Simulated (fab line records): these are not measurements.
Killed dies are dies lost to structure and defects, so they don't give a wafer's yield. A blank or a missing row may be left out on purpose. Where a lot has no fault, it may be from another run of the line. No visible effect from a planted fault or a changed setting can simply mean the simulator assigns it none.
fab line records | flow n5_finfet | part 2 of 2: steps 4 to 6 of 6
[record] lots = 21 | wafers = 63 | last_day = 20
route steps=1938 shown BEOL_M1@765
lots untouched by any fault: they come from a run of this same line in which no faults occurred
start_h: hours from the record's opening day to when the first of the lot's shown wafers began | wait_h: time in hours since the lot's previous step | " same as the row above | L1.1+2: one row covering several wafers at once | - value missing, or start not given | * or withheld: withheld | < > ~ a bound
route shown NAME@n: names a module that has steps shown in the file, with the first one's number in the route | usual: mean and standard deviation over wafers with no fault | same: alike in all rows | chamber/n: place in a boat | sites: per-site readings | _std_site: standard deviation across them | _edge_site: outer sites' mean less inner sites' | radius_mm: for every site, how far away it sits from the centre of the wafer | mask NAME#n: copy n | behind: the tool/chamber that last shaped the wafer | hold: cause of the lot's hold/its duration in hours/its outcome | device: the transistor (n, p or np) that didn't switch | end of line: at the end of the route, the tests of the same wafers | for a step that has no rows: nothing shown but its recipe | killed: at the first sort, the dies lost to defects and structure; wafer yield is something else | map: shows each die of a wafer: x if killed, . if not, _ if none is there
set.NAME: setting as actually run; set.NAME@STEP: the setting as run at that earlier step | model.NAME: the simulator's own value behind a step, which no gauge read
the route's steps for a sample of lots (tables are steps, rows are wafers)
services: the hour from which a tool's chamber was out of use, counted from the record's first day as start_h (under 0 if before that day), plus the number of hours and why
[[steps]]
[step N5_BEOL_M1_ETCH_70]
[recipe] chemistry = N2/H2 | target = SOC | target_depth_a = 800 | overetch_a = 160 | mask_material = SiARC | temp_c = 40 | time_s = 120 | ion_energy_ev = 200 | pressure_mtorr = 30 | source_w = 840 | bias_w = 150 | n2_flow_sccm = 200 | h2_flow_sccm = 200
[usual] bias_w = 150.0/0.46 | drypump_motor_current_A = 5.7/0.45 | h2_flow_sccm = 200.0/0.59 | oes_product_au = 0.62/0.073 | rf_vpp_V = 524.1/2.6 | showerhead_plenum_p_Torr = 2.55/0.092 | throttle_valve_pct = 17.80/0.25
lot.wafer | tool        | chamber | start_h | wait_h | bias_w | drypump_motor_current_A | h2_flow_sccm | oes_product_au | rf_hours_counter_h | rf_vpp_V | showerhead_plenum_p_Torr | throttle_valve_pct
L074.1    | rie_diel-02 | 1       | 132.39  | 0.0    | 149.9  | 6.3                     | 199.6        | 0.72           | 11                 | 525.8    | 2.60                     | 17.60
L074.3    | "           | 3       | "       | "      | 150.9  | 5.8                     | 200.3        | 0.61           | 77                 | 521.9    | 2.47                     | 18.07
L074.5    | "           | 3       | "       | "      | 150.2  | 5.8                     | 200.3        | 0.61           | -                  | 522.1    | 2.48                     | 18.09
L075.2    | rie_diel-02 | 2       | 140.91  | 0.0    | 149.7  | 6.0                     | 199.6        | 0.57           | 152                | 527.9    | 2.64                     | 17.78
L075.3    | "           | 0       | "       | "      | 150.0  | 5.6                     | 199.8        | 0.73           | 8                  | 522.2    | 2.49                     | 17.58
L075.6    | "           | 0       | "       | "      | 151.0  | 5.6                     | 200.0        | 0.72           | -                  | 522.9    | 2.49                     | 17.58
L077.2    | rie_diel-03 | 3       | 140.93  | 0.0    | 150.1  | 5.5                     | 200.2        | 0.74           | 3                  | 528.1    | 2.72                     | 17.55
L077.5    | "           | 2       | "       | "      | 150.3  | 5.3                     | 200.5        | 0.55           | -                  | 519.2    | 2.40                     | 18.00
L077.6    | "           | 1       | "       | "      | 149.9  | 6.0                     | 200.2        | 0.56           | -                  | 525.9    | 2.62                     | 18.02
L076.1    | rie_diel-02 | 1       | 144.67  | 0.0    | 149.9  | 6.4                     | 199.5        | 0.71           | 14                 | 524.6    | 2.59                     | 17.58
L076.2    | "           | 2       | "       | "      | 150.2  | 6.1                     | 200.6        | 0.58           | 153                | 525.4    | 2.64                     | 17.78
L076.4    | "           | 3       | "       | "      | 149.7  | 5.8                     | 199.8        | 0.61           | 80                 | 522.0    | 2.47                     | 18.09
L078.1    | rie_diel-03 | 2       | 152.58  | 0.0    | 149.3  | 5.3                     | 200.9        | 0.55           | 229                | 519.4    | 2.40                     | 18.02
L078.4    | "           | 0       | "       | "      | 150.8  | 4.8                     | 199.6        | 0.66           | 34                 | 521.8    | 2.49                     | 17.51
L078.6    | "           | 2       | "       | "      | 150.1  | 5.3                     | 200.1        | 0.55           | -                  | 518.1    | 2.40                     | 18.02
L079.1    | rie_diel-06 | 0       | 155.30  | 0.0    | 150.0  | 5.2                     | 201.0        | 0.74           | 4                  | 522.2    | 2.49                     | 17.53
L079.3    | "           | 1       | "       | "      | 149.4  | 5.6                     | 200.7        | 0.54           | 206                | 526.9    | 2.63                     | 18.21
L079.5    | "           | 2       | "       | "      | 150.3  | 6.5                     | 200.4        | 0.58           | -                  | 523.0    | 2.43                     | 17.59
L081.2    | rie_diel-03 | 1       | 174.36  | 0.0    | 150.1  | 6.0                     | 200.6        | 0.55           | 216                | 527.4    | 2.62                     | 18.04
L081.5    | "           | 1       | "       | "      | 150.5  | 6.0                     | 199.9        | 0.55           | -                  | 525.8    | 2.62                     | 18.04
L081.6    | "           | 0       | "       | "      | 150.0  | 4.8                     | 200.3        | 0.65           | -                  | 523.1    | 2.49                     | 17.52
L080.1    | rie_diel-06 | 2       | 175.78  | 0.0    | 150.1  | 6.5                     | 198.9        | 0.57           | 160                | 520.7    | 2.43                     | 17.58
L080.3    | "           | 3       | "       | "      | 149.5  | 5.4                     | 199.5        | 0.54           | 203                | 523.4    | 2.53                     | 18.10
L080.5    | "           | 0       | "       | "      | 150.2  | 5.2                     | 200.0        | 0.72           | -                  | 523.4    | 2.49                     | 17.53
L082.2    | rie_diel-03 | 2       | 183.94  | 0.0    | 150.3  | 5.3                     | 200.5        | 0.54           | 238                | 521.0    | 2.40                     | 18.03
L082.3    | "           | 1       | "       | "      | 149.0  | 6.0                     | 200.6        | 0.55           | 220                | 526.7    | 2.62                     | 18.07
L082.5    | "           | 1       | "       | "      | 148.6  | 6.1                     | 199.8        | 0.55           | -                  | 526.0    | 2.62                     | 18.05
L083.3    | rie_diel-02 | 0       | 184.07  | 0.0    | 150.6  | 5.6                     | 199.0        | 0.71           | 19                 | 521.4    | 2.49                     | 17.58
L083.4    | "           | 1       | "       | "      | 150.1  | 6.3                     | 200.0        | 0.69           | -                  | 524.6    | 2.59                     | 17.62
L083.5    | "           | 2       | "       | "      | 150.6  | 6.0                     | 200.0        | 0.57           | -                  | 526.8    | 2.63                     | 17.78
L084.2    | rie_diel-02 | 1       | 186.70  | 0.0    | 150.1  | 6.3                     | 201.4        | 0.68           | 26                 | 526.0    | 2.59                     | 17.60
L084.4    | "           | 0       | "       | "      | 149.6  | 5.6                     | 199.7        | 0.71           | 20                 | 522.6    | 2.49                     | 17.60
L084.5    | "           | 1       | "       | "      | 149.3  | 6.4                     | 200.4        | 0.69           | -                  | 525.6    | 2.59                     | 17.63
L086.2    | rie_diel-03 | 2       | 199.94  | 0.0    | 149.5  | 5.3                     | 200.0        | 0.55           | 242                | 521.4    | 2.40                     | 18.02
L086.3    | "           | 0       | "       | "      | 150.3  | 4.7                     | 201.0        | 0.65           | 46                 | 522.7    | 2.48                     | 17.52
L086.4    | "           | 1       | "       | "      | 149.5  | 6.1                     | 199.7        | 0.54           | 224                | 525.7    | 2.62                     | 18.06
L088.1    | rie_diel-02 | 2       | 210.66  | 0.0    | 150.5  | 6.0                     | 200.1        | 0.56           | 171                | 526.1    | 2.63                     | 17.81
L088.2    | "           | 3       | "       | "      | 150.3  | 5.8                     | 199.4        | 0.60           | 96                 | 520.8    | 2.47                     | 18.14
L088.4    | "           | 1       | "       | "      | 150.6  | 6.3                     | 200.1        | 0.68           | 32                 | 525.4    | 2.59                     | 17.62
L090.2    | rie_diel-03 | 1       | 246.96  | 0.0    | 150.2  | 6.0                     | 201.1        | 0.54           | 240                | 524.8    | 2.61                     | 18.09
L090.3    | "           | 2       | "       | "      | 150.5  | 5.3                     | 200.9        | 0.75           | 2                  | 528.3    | 2.71                     | 17.65
L090.6    | "           | 1       | "       | "      | 150.3  | 6.1                     | 199.9        | 0.54           | -                  | 524.7    | 2.61                     | 18.10
L092.1    | rie_diel-03 | 0       | 255.54  | 0.0    | 150.2  | 4.8                     | 199.8        | 0.63           | 66                 | 523.1    | 2.47                     | 17.56
L092.2    | "           | 2       | "       | "      | 150.7  | 5.4                     | 200.2        | 0.74           | 5                  | 528.9    | 2.71                     | 17.66
L092.6    | "           | 1       | "       | "      | 150.3  | 6.0                     | 199.0        | 0.54           | -                  | 526.1    | 2.61                     | 18.08
L094.1    | rie_diel-02 | 2       | 267.26  | 0.0    | 149.2  | 6.0                     | 199.2        | 0.55           | 192                | 526.7    | 2.62                     | 17.86
L094.2    | "           | 1       | "       | "      | 150.4  | 6.3                     | 199.4        | 0.67           | 37                 | 525.4    | 2.58                     | 17.63
L094.3    | "           | 0       | "       | "      | 149.5  | 5.6                     | 199.0        | 0.66           | 49                 | 520.8    | 2.47                     | 17.65
L093.3    | rie_diel-02 | 1       | 270.31  | 0.0    | 150.7  | 6.3                     | 200.0        | 0.67           | 37                 | 527.2    | 2.58                     | 17.63
L093.4    | "           | 0       | "       | "      | 149.8  | 5.7                     | 200.5        | 0.67           | 49                 | 523.1    | 2.48                     | 17.65
L093.5    | "           | 3       | "       | "      | 150.8  | 5.8                     | 200.0        | 0.58           | -                  | 521.7    | 2.46                     | 18.15
L091.1    | rie_diel-06 | 3       | 274.87  | 0.0    | 150.0  | 5.4                     | 200.2        | 0.52           | 225                | 522.7    | 2.52                     | 18.11
L091.3    | "           | 2       | "       | "      | 150.6  | 6.5                     | 199.8        | 0.56           | 182                | 520.5    | 2.42                     | 17.63
L091.6    | "           | 3       | "       | "      | 149.9  | 5.4                     | 199.2        | 0.52           | -                  | 522.6    | 2.52                     | 18.10
L095.4    | rie_diel-02 | 0       | 277.96  | 0.0    | 150.2  | 5.6                     | 199.8        | 0.67           | 52                 | 520.6    | 2.47                     | 17.65
L095.5    | "           | 3       | "       | "      | 150.4  | 5.8                     | 199.7        | 0.58           | -                  | 523.0    | 2.46                     | 18.14
L095.6    | "           | 2       | "       | "      | 149.9  | 6.1                     | 200.8        | 0.55           | -                  | 525.2    | 2.62                     | 17.84
L096.2    | rie_diel-02 | 2       | 278.44  | 0.0    | 149.5  | 6.0                     | 199.0        | 0.56           | 195                | 527.3    | 2.62                     | 17.87
L096.3    | "           | 1       | "       | "      | 150.3  | 6.3                     | 200.4        | 0.67           | 40                 | 525.2    | 2.58                     | 17.65
L096.6    | "           | 0       | "       | "      | 150.3  | 5.6                     | 199.2        | 0.66           | -                  | 521.9    | 2.47                     | 17.66
L097.1    | rie_diel-06 | 0       | 284.47  | 0.0    | 149.5  | 5.2                     | 200.0        | 0.68           | 37                 | 522.1    | 2.48                     | 17.57
L097.2    | "           | 2       | "       | "      | 149.4  | 6.4                     | 200.7        | 0.56           | 185                | 521.1    | 2.42                     | 17.63
L097.5    | "           | 1       | "       | "      | 149.9  | 5.6                     | 200.9        | 0.53           | -                  | 527.0    | 2.61                     | 18.27
[step N5_BEOL_M1_ALD_84]
[recipe] material = TaN | target_thk_a = * | temp_c = 275 | ald_precursor_family = PDMAT | ald_co_reactant = NH3 | pressure_torr = 3 | carrier_flow_sccm = 1500 | pulse_time_s = 2 | purge_time_s = 3 | co_reactant_purge_time_s = 2 | co_reactant_pulse_time_s = 3 | ald_cycles = 30 | precursor_vessel_temp_c = 75 | precursor_vessel_pressure_torr = 26.25 | precursor_vessel_carrier_sccm = 1000
[usual] chamber_pressure_Torr = 3.000/0.006 | heater_power_w = 416/49
[same] ald_cycles = 30 | co_reactant_pulse_time_s = 3
lot.wafer | tool         | chamber | start_h | wait_h | chamber_pressure_Torr | heater_power_w
L074.1    | ald_metal-04 | 2       | 133.27  | 0.2    | 2.994                 | 402
L074.3    | "            | 0       | "       | "      | 2.995                 | 341
L074.5    | "            | 3       | "       | "      | 2.995                 | 378
L075.2    | ald_metal-04 | 2       | 141.58  | 0.1    | 3.012                 | 414
L075.3    | "            | 3       | "       | "      | 3.008                 | 380
L075.6    | "            | 3       | "       | "      | 3.011                 | 378
L077.2    | ald_metal-04 | 2       | 141.92  | 0.1    | 3.001                 | 397
L077.5    | "            | 1       | "       | "      | 2.995                 | 515
L077.6    | "            | 2       | "       | "      | 3.013                 | 418
L076.1    | ald_metal-03 | 0       | 145.99  | 0.0    | 3.005                 | 487
L076.2    | "            | 2       | "       | "      | 2.999                 | 409
L076.4    | "            | 1       | "       | "      | 3.005                 | 358
L078.1    | ald_metal-02 | 0       | 153.52  | 0.0    | 3.012                 | 438
L078.4    | "            | 1       | "       | "      | 3.004                 | 449
L078.6    | "            | 2       | "       | "      | 3.000                 | 461
L079.1    | ald_metal-03 | 2       | 156.39  | 0.2    | 2.993                 | 408
L079.3    | "            | 3       | "       | "      | 3.007                 | 359
L079.5    | "            | 1       | "       | "      | 2.993                 | 367
L081.2    | ald_metal-02 | 0       | 175.17  | 0.0    | 3.002                 | 447
L081.5    | "            | 3       | "       | "      | 3.001                 | 404
L081.6    | "            | 2       | "       | "      | 2.998                 | 441
L080.1    | ald_metal-02 | 3       | 177.27  | 0.1    | 2.997                 | 404
L080.3    | "            | 1       | "       | "      | 2.989                 | 451
L080.5    | "            | 3       | "       | "      | 2.995                 | 396
L082.2    | ald_metal-03 | 3       | 184.93  | 0.0    | 3.003                 | 358
L082.3    | "            | 2       | "       | "      | 2.995                 | 415
L082.5    | "            | 0       | "       | "      | 3.008                 | 485
L083.3    | ald_metal-03 | 0       | 185.13  | 0.2    | 3.000                 | 492
L083.4    | "            | 1       | "       | "      | 3.007                 | 370
L083.5    | "            | 2       | "       | "      | 2.983                 | 412
L084.2    | ald_metal-03 | 0       | 187.89  | 0.2    | 2.993                 | 482
L084.4    | "            | 3       | "       | "      | 2.994                 | 371
L084.5    | "            | 3       | "       | "      | 3.002                 | 358
L086.2    | ald_metal-04 | 2       | 201.47  | 0.1    | 2.991                 | 403
L086.3    | "            | 0       | "       | "      | 2.995                 | 338
L086.4    | "            | 1       | "       | "      | 3.002                 | 514
L088.1    | ald_metal-04 | 3       | 211.98  | 0.0    | 3.005                 | 380
L088.2    | "            | 1       | "       | "      | 2.992                 | 514
L088.4    | "            | 0       | "       | "      | 3.012                 | 340
L090.2    | ald_metal-04 | 2       | 247.69  | 0.0    | 3.004                 | 410
L090.3    | "            | 0       | "       | "      | 3.013                 | 340
L090.6    | "            | 3       | "       | "      | 3.004                 | 381
L092.1    | ald_metal-04 | 1       | 256.27  | 0.0    | 2.994                 | 506
L092.2    | "            | 3       | "       | "      | 3.006                 | 377
L092.6    | "            | 2       | "       | "      | 2.996                 | 419
L094.1    | ald_metal-03 | 2       | 268.26  | 0.0    | 2.996                 | 404
L094.2    | "            | 1       | "       | "      | 3.004                 | 361
L094.3    | "            | 3       | "       | "      | 3.001                 | 356
L093.3    | ald_metal-04 | 2       | 270.97  | 0.0    | 3.010                 | 411
L093.4    | "            | 3       | "       | "      | 3.011                 | 373
L093.5    | "            | 1       | "       | "      | 2.995                 | 502
L091.1    | ald_metal-02 | 3       | 275.62  | 0.0    | 3.001                 | 404
L091.3    | "            | 1       | "       | "      | 3.001                 | 433
L091.6    | "            | 3       | "       | "      | 2.997                 | 400
L095.4    | ald_metal-02 | 1       | 278.76  | 0.0    | 2.998                 | 447
L095.5    | "            | 3       | "       | "      | 2.986                 | 407
L095.6    | "            | 0       | "       | "      | 2.995                 | 447
L096.2    | ald_metal-02 | 3       | 279.26  | 0.1    | 3.004                 | 399
L096.3    | "            | 0       | "       | "      | 2.997                 | 443
L096.6    | "            | 2       | "       | "      | 2.999                 | 446
L097.1    | ald_metal-02 | 1       | 286.15  | 0.1    | 3.002                 | 443
L097.2    | "            | 0       | "       | "      | 2.999                 | 447
L097.5    | "            | 2       | "       | "      | 2.996                 | 445
[step N5_BEOL_M1_ANNEAL_51]
[recipe] temp_c = 225 | time_s = 90 | ambient = N2
[usual] wafer_temp_C_max = 226.1/0.33
lot.wafer | tool          | chamber | start_h | wait_h | wafer_temp_C_max
L074.1    | rtp_anneal-02 | 0       | 136.30  | 0.1    | 226.7
L074.3    | "             | 0       | "       | "      | 226.5
L074.5    | "             | 0       | "       | "      | 226.8
L075.2    | rtp_anneal-01 | 0       | 144.14  | 0.1    | 226.4
L075.3    | "             | 0       | "       | "      | 225.9
L075.6    | "             | 0       | "       | "      | 226.4
L077.2    | rtp_anneal-02 | 0       | 144.57  | 0.1    | 226.4
L077.5    | "             | 0       | "       | "      | 226.3
L077.6    | "             | 0       | "       | "      | 226.3
L076.1    | rtp_anneal-01 | 0       | 149.01  | 0.1    | 226.0
L076.2    | "             | 0       | "       | "      | 226.1
L076.4    | "             | 0       | "       | "      | 226.0
L078.1    | rtp_anneal-02 | 0       | 156.14  | 0.1    | 226.1
L078.4    | "             | 0       | "       | "      | 225.8
L078.6    | "             | 0       | "       | "      | 225.8
L079.1    | rtp_anneal-01 | 0       | 158.79  | 0.1    | 226.0
L079.3    | "             | 0       | "       | "      | 225.5
L079.5    | "             | 0       | "       | "      | 225.8
L081.2    | rtp_anneal-02 | 0       | 178.05  | 0.2    | 226.3
L081.5    | "             | 0       | "       | "      | 226.1
L081.6    | "             | 0       | "       | "      | 226.4
L080.1    | rtp_anneal-01 | 0       | 179.71  | 0.1    | 226.4
L080.3    | "             | 0       | "       | "      | 225.9
L080.5    | "             | 0       | "       | "      | 226.0
L082.2    | rtp_anneal-02 | 0       | 187.44  | 0.1    | 226.1
L082.3    | "             | 0       | "       | "      | 226.5
L082.5    | "             | 0       | "       | "      | 226.4
L083.3    | rtp_anneal-01 | 0       | 187.88  | 0.3    | 225.9
L083.4    | "             | 0       | "       | "      | 225.8
L083.5    | "             | 0       | "       | "      | 225.8
L084.2    | rtp_anneal-02 | 0       | 190.39  | 0.1    | 226.7
L084.4    | "             | 0       | "       | "      | 226.5
L084.5    | "             | 0       | "       | "      | 226.4
L086.2    | rtp_anneal-01 | 0       | 204.15  | 0.1    | 225.6
L086.3    | "             | 0       | "       | "      | 225.7
L086.4    | "             | 0       | "       | "      | 225.5
L088.1    | rtp_anneal-02 | 0       | 214.86  | 0.2    | 226.6
L088.2    | "             | 0       | "       | "      | 227.0
L088.4    | "             | 0       | "       | "      | 226.2
L090.2    | rtp_anneal-01 | 0       | 250.25  | 0.1    | 225.9
L090.3    | "             | 0       | "       | "      | 226.1
L090.6    | "             | 0       | "       | "      | 226.0
L092.1    | rtp_anneal-01 | 0       | 258.69  | 0.1    | 225.9
L092.2    | "             | 0       | "       | "      | 226.2
L092.6    | "             | 0       | "       | "      | 225.8
L094.1    | rtp_anneal-02 | 0       | 270.83  | 0.1    | 225.9
L094.2    | "             | 0       | "       | "      | 226.1
L094.3    | "             | 0       | "       | "      | 226.0
L093.3    | rtp_anneal-01 | 0       | 273.56  | 0.2    | 226.2
L093.4    | "             | 0       | "       | "      | 225.8
L093.5    | "             | 0       | "       | "      | 226.1
L091.1    | rtp_anneal-01 | 0       | 278.05  | 0.1    | 226.1
L091.3    | "             | 0       | "       | "      | 226.0
L091.6    | "             | 0       | "       | "      | 225.7
L095.4    | rtp_anneal-01 | 0       | 281.62  | 0.4    | 225.7
L095.5    | "             | 0       | "       | "      | 225.7
L095.6    | "             | 0       | "       | "      | 225.8
L096.2    | rtp_anneal-02 | 0       | 283.50  | 0.1    | 226.7
L096.3    | "             | 0       | "       | "      | 226.0
L096.6    | "             | 0       | "       | "      | 226.0
L097.1    | rtp_anneal-02 | 0       | 288.68  | 0.2    | 226.3
L097.2    | "             | 0       | "       | "      | 226.5
L097.5    | "             | 0       | "       | "      | 226.1
[[services]]
tool          | chamber | start_h | hours | kind
rie_diel-03   | 3       | 108.35  | -     | clean
rie_diel-03   | 3       | 108.35  | -     | consumable_replace:focus_ring
rie_diel-03   | 3       | 108.35  | -     | consumable_replace:showerhead
ald_metal-04  | -       | 109.30  | 0.8   | repair
rie_diel-06   | 2       | 125.76  | 11.1  | repair
ald_metal-02  | 2       | 127.61  | 13.4  | repair
ald_metal-02  | 1       | 137.33  | 14.8  | repair
rie_diel-03   | 1       | 145.19  | 1.6   | repair
ald_metal-04  | -       | 150.60  | 14.6  | pm
rie_diel-06   | -       | 158.33  | 2.8   | pm
rie_diel-06   | 2       | 163.27  | 9.2   | repair
rie_diel-03   | -       | 177.21  | 0.8   | repair
ald_metal-04  | 2       | 178.92  | 2.3   | repair
ald_metal-02  | -       | 179.38  | 14.6  | pm
ald_metal-04  | -       | 190.65  | 1.2   | pm
ald_metal-02  | -       | 193.98  | 2.8   | pm
ald_metal-03  | -       | 211.76  | 14.6  | pm
rie_diel-02   | 2       | 214.00  | 6.4   | repair
ald_metal-04  | 1       | 216.54  | 24.2  | repair
rie_diel-02   | 1       | 219.30  | 40.8  | repair
ald_metal-03  | -       | 226.36  | 2.8   | pm
rtp_anneal-02 | -       | 226.87  | 3.0   | pm
rie_diel-06   | 3       | 252.54  | 2.8   | repair
rie_diel-03   | 1       | 260.48  | 6.6   | repair
